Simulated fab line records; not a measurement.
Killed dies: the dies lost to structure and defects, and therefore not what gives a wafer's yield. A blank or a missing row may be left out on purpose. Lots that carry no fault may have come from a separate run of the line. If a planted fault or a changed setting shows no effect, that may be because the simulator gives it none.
fab line records ; flow nand_harc ; part 2 of 2: steps 19 to 24 of 24
record lots=5; wafers=15; last_day=31
route steps=1302 shown A_CHANNEL_HOLE_D1@453
lots untouched by any fault: they come from a run of this same line in which no faults occurred
start_h: the number of hours between the record's first day and the start of the first shown wafer of the lot ; wait_h: time in hours since the lot's previous step ; " the same as in the row above ; L1.1+2: one row covering several wafers at once ; - no value, or no start given ; * or withheld: withheld ; < > ~ a bound
route shown NAME@n: a module of which the file shows steps, and the number in the route of the first ; usual: average and standard deviation across the fault-free wafers ; same: alike in all rows ; chamber/n: place in a boat ; sites: each site's reading ; _std_site: standard deviation across them ; _edge_site: inner sites' mean taken away from outer sites' mean ; radius_mm: for every site, how far away it sits from the centre of the wafer ; mask NAME#n: copy n ; behind: the tool/chamber that last shaped the wafer ; hold: why the lot was held/for how many hours/how that ended ; device: the transistor (n, p or np) that didn't switch ; end of line: the same wafers' tests at the end of the route ; a step given without rows: its recipe and nothing more ; killed: dies that structure and defects cost at the first sort, which is not the same as the wafer's yield ; map: a wafer's dies, x killed, . not, _ none there
set.NAME: the setting as run; set.NAME@STEP: as run at that earlier step ; model.NAME: the simulator's own value behind a step, which no gauge read
certain route steps with their lots: each step a table, each wafer a row
services: the hour from which a tool's chamber was out of use, counted from the record's first day as start_h (under 0 if before that day), plus the number of hours and why
## steps
# step NHARC_A_CHANNEL_HOLE_D1_ETCH_19
# recipe bias_v=1200; source_w=2500; pressure_mtorr=15; time_s=34.5; ar_flow_sccm=375; c4f8_flow_sccm=28.8; o2_flow_sccm=96.2; temp_c=-20; target_depth_a=*; chemistry=C4F8/O2/Ar
# usual drypump_motor_current_A=5.61/0.29; rf_fwd_power_W=2453/13; showerhead_plenum_p_Torr=3.61/0.16; throttle_valve_pct=37.039/0.0088
lot.wafer;tool;chamber;start_h;wait_h;drypump_motor_current_A;rf_fwd_power_W;rf_hours_counter_h;showerhead_plenum_p_Torr;throttle_valve_pct
L082.1;har_etch-01;0;261.46;0.1;5.69;2457;127;3.76;37.040
L082.4;har_etch-01;1;261.46;0.1;5.18;2448;-;3.50;37.020
L082.5;har_etch-01;1;261.46;0.1;5.18;2453;-;3.50;37.045
L084.3;har_etch-02;1;282.43;0.8;5.87;2458;-;3.55;37.041
L084.6;har_etch-02;1;282.43;0.8;5.87;2453;-;3.55;37.048
L084.5;har_etch-02;0;282.43;0.8;5.82;2474;-;3.48;37.038
L086.3;har_etch-02;0;301.20;0.1;5.85;2456;-;3.48;37.029
L086.4;har_etch-02;1;301.20;0.1;5.88;2446;-;3.55;37.035
L086.6;har_etch-02;0;301.20;0.1;5.85;2470;-;3.48;37.032
L088.4;har_etch-02;1;326.21;0.1;5.83;2462;-;3.54;37.039
L088.6;har_etch-02;1;326.21;0.1;5.88;2471;-;3.54;37.044
L088.5;har_etch-02;0;326.21;0.1;5.84;2473;-;3.47;37.044
L092.2;har_etch-01;1;363.59;0.1;5.18;2458;187;3.46;37.037
L092.4;har_etch-01;1;363.59;0.1;5.17;2465;-;3.46;37.064
L092.5;har_etch-01;0;363.59;0.1;5.71;2435;-;3.73;37.050
# step NHARC_A_CHANNEL_HOLE_D1_ETCH_20
# recipe bias_v=3000; source_w=withheld; pressure_mtorr=20; time_s=361.9; ar_flow_sccm=375; c4f8_flow_sccm=89.3; o2_flow_sccm=35.7; temp_c=-20; target_depth_a=16000; chemistry=C4F8/O2/Ar
# usual drypump_motor_current_A=5.61/0.29; showerhead_plenum_p_Torr=3.58/0.15; throttle_valve_pct=32.155/0.01
lot.wafer;tool;chamber;start_h;wait_h;drypump_motor_current_A;rf_hours_counter_h;showerhead_plenum_p_Torr;throttle_valve_pct
L082.1;har_etch-01;0;261.57;0.1;5.72;127;3.72;32.137
L082.4;har_etch-01;1;261.57;0.1;5.19;-;3.46;32.158
L082.5;har_etch-01;1;261.57;0.1;5.18;-;3.46;32.167
L084.3;har_etch-02;1;282.61;0.2;5.90;-;3.52;32.171
L084.6;har_etch-02;1;282.61;0.2;5.85;-;3.52;32.141
L084.5;har_etch-02;0;282.61;0.2;5.83;-;3.45;32.156
L086.3;har_etch-02;0;301.38;0.2;5.87;-;3.45;32.163
L086.4;har_etch-02;1;301.38;0.2;5.87;-;3.51;32.179
L086.6;har_etch-02;0;301.38;0.2;5.85;-;3.45;32.164
L088.4;har_etch-02;1;326.39;0.2;5.86;-;3.50;32.156
L088.6;har_etch-02;1;326.39;0.2;5.87;-;3.50;32.171
L088.5;har_etch-02;0;326.39;0.2;5.85;-;3.44;32.158
L092.2;har_etch-01;1;363.70;0.1;5.18;188;3.43;32.169
L092.4;har_etch-01;1;363.70;0.1;5.18;-;3.43;32.164
L092.5;har_etch-01;0;363.70;0.1;5.70;-;3.68;32.157
# step NHARC_A_CHANNEL_HOLE_D1_ETCH_21
# recipe bias_v=3000; source_w=withheld; pressure_mtorr=20; time_s=514.3; ar_flow_sccm=375; c4f8_flow_sccm=89.3; o2_flow_sccm=35.7; temp_c=-20; target_depth_a=16000; chemistry=C4F8/O2/Ar
# usual drypump_motor_current_A=5.61/0.28; showerhead_plenum_p_Torr=3.58/0.15; throttle_valve_pct=32.155/0.0091
lot.wafer;tool;chamber;start_h;wait_h;drypump_motor_current_A;rf_hours_counter_h;showerhead_plenum_p_Torr;throttle_valve_pct
L082.1;har_etch-01;0;261.89;0.3;5.72;127;3.72;32.143
L082.4;har_etch-01;1;261.89;0.3;5.19;-;3.46;32.162
L082.5;har_etch-01;1;261.89;0.3;5.19;-;3.46;32.156
L084.3;har_etch-02;1;282.97;0.3;5.84;-;3.52;32.169
L084.6;har_etch-02;1;282.97;0.3;5.85;-;3.52;32.161
L084.5;har_etch-02;0;282.97;0.3;5.83;-;3.45;32.171
L086.3;har_etch-02;0;301.74;0.3;5.85;-;3.45;32.148
L086.4;har_etch-02;1;301.74;0.3;5.88;-;3.51;32.136
L086.6;har_etch-02;0;301.74;0.3;5.85;-;3.45;32.164
L088.4;har_etch-02;1;326.74;0.3;5.87;-;3.50;32.148
L088.6;har_etch-02;1;326.74;0.3;5.85;-;3.50;32.170
L088.5;har_etch-02;0;326.74;0.3;5.84;-;3.44;32.142
L092.2;har_etch-01;1;364.02;0.3;5.18;188;3.43;32.167
L092.4;har_etch-01;1;364.02;0.3;5.18;-;3.43;32.143
L092.5;har_etch-01;0;364.02;0.3;5.71;-;3.68;32.156
# step NHARC_A_CHANNEL_HOLE_D1_ETCH_22
# recipe bias_v=3000; source_w=withheld; pressure_mtorr=20; time_s=666.7; ar_flow_sccm=375; c4f8_flow_sccm=89.3; o2_flow_sccm=35.7; temp_c=-20; target_depth_a=16000; chemistry=C4F8/O2/Ar
# usual drypump_motor_current_A=5.61/0.28; showerhead_plenum_p_Torr=3.58/0.15; throttle_valve_pct=32.154/0.0081
lot.wafer;tool;chamber;start_h;wait_h;drypump_motor_current_A;rf_hours_counter_h;showerhead_plenum_p_Torr;throttle_valve_pct
L082.1;har_etch-01;0;262.33;0.4;5.71;127;3.72;32.159
L082.4;har_etch-01;1;262.33;0.4;5.20;-;3.46;32.161
L082.5;har_etch-01;1;262.33;0.4;5.20;-;3.46;32.155
L084.3;har_etch-02;1;283.45;0.4;5.85;-;3.52;32.154
L084.6;har_etch-02;1;283.45;0.4;5.83;-;3.52;32.157
L084.5;har_etch-02;0;283.45;0.4;5.85;-;3.45;32.149
L086.3;har_etch-02;0;302.23;0.4;5.82;-;3.45;32.152
L086.4;har_etch-02;1;302.23;0.4;5.86;-;3.51;32.151
L086.6;har_etch-02;0;302.23;0.4;5.83;-;3.45;32.165
L088.4;har_etch-02;1;327.22;0.4;5.86;-;3.50;32.135
L088.6;har_etch-02;1;327.22;0.4;5.89;-;3.50;32.144
L088.5;har_etch-02;0;327.22;0.4;5.85;-;3.44;32.158
L092.2;har_etch-01;1;364.47;0.4;5.19;188;3.43;32.151
L092.4;har_etch-01;1;364.47;0.4;5.18;-;3.43;32.156
L092.5;har_etch-01;0;364.47;0.4;5.71;-;3.68;32.161
# step NHARC_A_CHANNEL_HOLE_D1_ETCH_23
# recipe bias_v=5000; source_w=withheld; pressure_mtorr=20; time_s=819; ar_flow_sccm=375; c4f8_flow_sccm=89.3; o2_flow_sccm=35.7; temp_c=-20; target_depth_a=16000; chemistry=C4F8/O2/Ar
# usual drypump_motor_current_A=5.62/0.29; showerhead_plenum_p_Torr=3.58/0.15; throttle_valve_pct=32.155/0.0092
lot.wafer;tool;chamber;start_h;wait_h;drypump_motor_current_A;rf_hours_counter_h;showerhead_plenum_p_Torr;throttle_valve_pct
L082.1;har_etch-01;0;262.90;0.5;5.70;128;3.72;32.161
L082.4;har_etch-01;1;262.90;0.5;5.19;-;3.46;32.179
L082.5;har_etch-01;1;262.90;0.5;5.17;-;3.46;32.153
L084.3;har_etch-02;1;284.06;0.5;5.87;-;3.52;32.155
L084.6;har_etch-02;1;284.06;0.5;5.88;-;3.52;32.149
L084.5;har_etch-02;0;284.06;0.5;5.83;-;3.45;32.150
L086.3;har_etch-02;0;302.84;0.5;5.85;-;3.45;32.152
L086.4;har_etch-02;1;302.84;0.5;5.87;-;3.51;32.162
L086.6;har_etch-02;0;302.84;0.5;5.85;-;3.45;32.160
L088.4;har_etch-02;1;327.83;0.5;5.87;-;3.50;32.147
L088.6;har_etch-02;1;327.83;0.5;5.87;-;3.50;32.145
L088.5;har_etch-02;0;327.83;0.5;5.85;-;3.44;32.142
L092.2;har_etch-01;1;365.04;0.5;5.18;189;3.43;32.156
L092.4;har_etch-01;1;365.04;0.5;5.19;-;3.43;32.160
L092.5;har_etch-01;0;365.04;0.5;5.71;-;3.68;32.161
# step NHARC_A_CHANNEL_HOLE_D1_ETCH_24
# recipe bias_v=5000; source_w=withheld; pressure_mtorr=20; time_s=906.2; ar_flow_sccm=375; c4f8_flow_sccm=93.8; o2_flow_sccm=31.2; temp_c=-20; target_depth_a=15000; chemistry=C4F8/O2/Ar
# usual drypump_motor_current_A=5.61/0.28; showerhead_plenum_p_Torr=3.57/0.15; throttle_valve_pct=32.236/0.0095
lot.wafer;tool;chamber;start_h;wait_h;drypump_motor_current_A;rf_hours_counter_h;showerhead_plenum_p_Torr;throttle_valve_pct
L082.1;har_etch-01;0;263.61;0.6;5.72;129;3.71;32.239
L082.4;har_etch-01;1;263.61;0.6;5.19;-;3.46;32.221
L082.5;har_etch-01;1;263.61;0.6;5.19;-;3.46;32.221
L084.3;har_etch-02;1;284.78;0.6;5.88;-;3.51;32.220
L084.6;har_etch-02;1;284.78;0.6;5.89;-;3.51;32.229
L084.5;har_etch-02;0;284.78;0.6;5.83;-;3.44;32.233
L086.3;har_etch-02;0;303.55;0.6;5.84;-;3.44;32.247
L086.4;har_etch-02;1;303.55;0.6;5.87;-;3.51;32.225
L086.6;har_etch-02;0;303.55;0.6;5.87;-;3.44;32.246
L088.4;har_etch-02;1;328.55;0.6;5.89;-;3.50;32.248
L088.6;har_etch-02;1;328.55;0.6;5.87;-;3.50;32.221
L088.5;har_etch-02;0;328.55;0.6;5.85;-;3.43;32.241
L092.2;har_etch-01;1;365.72;0.6;5.19;190;3.43;32.242
L092.4;har_etch-01;1;365.72;0.6;5.18;-;3.43;32.236
L092.5;har_etch-01;0;365.72;0.6;5.69;-;3.68;32.238
## services
tool;chamber;start_h;hours;kind
rie_diel-13;0;247.64;-;clean
rie_diel-13;1;247.64;-;clean
rie_diel-13;2;247.64;-;clean
rie_diel-13;3;247.64;-;clean
arfi_scanner-01;-;252.00;4.0;pm
rie_diel-11;-;255.50;9.0;pm
rie_diel-11;0;255.50;9.0;vent_cycle
rie_diel-11;1;255.50;9.0;vent_cycle
rie_diel-11;2;255.50;9.0;vent_cycle
rie_diel-11;3;255.50;9.0;vent_cycle
rie_diel-11;0;264.50;-;clean
rie_diel-11;1;264.50;-;clean
rie_diel-11;2;264.50;-;clean
arfi_scanner-02;-;291.04;0.2;repair
arfi_scanner-01;-;305.44;0.5;repair
arfi_scanner-03;-;309.47;4.0;pm
arfi_scanner-02;-;312.00;4.0;pm
litho_track-01;-;330.00;7.0;pm
arfi_scanner-02;-;331.97;0.4;repair
rie_diel-11;2;339.15;14.0;repair
rie_diel-13;-;342.00;9.0;pm
litho_track-06;-;354.00;7.0;pm
rie_diel-04;-;354.90;9.0;pm
arfi_scanner-02;-;365.53;6.2;repair
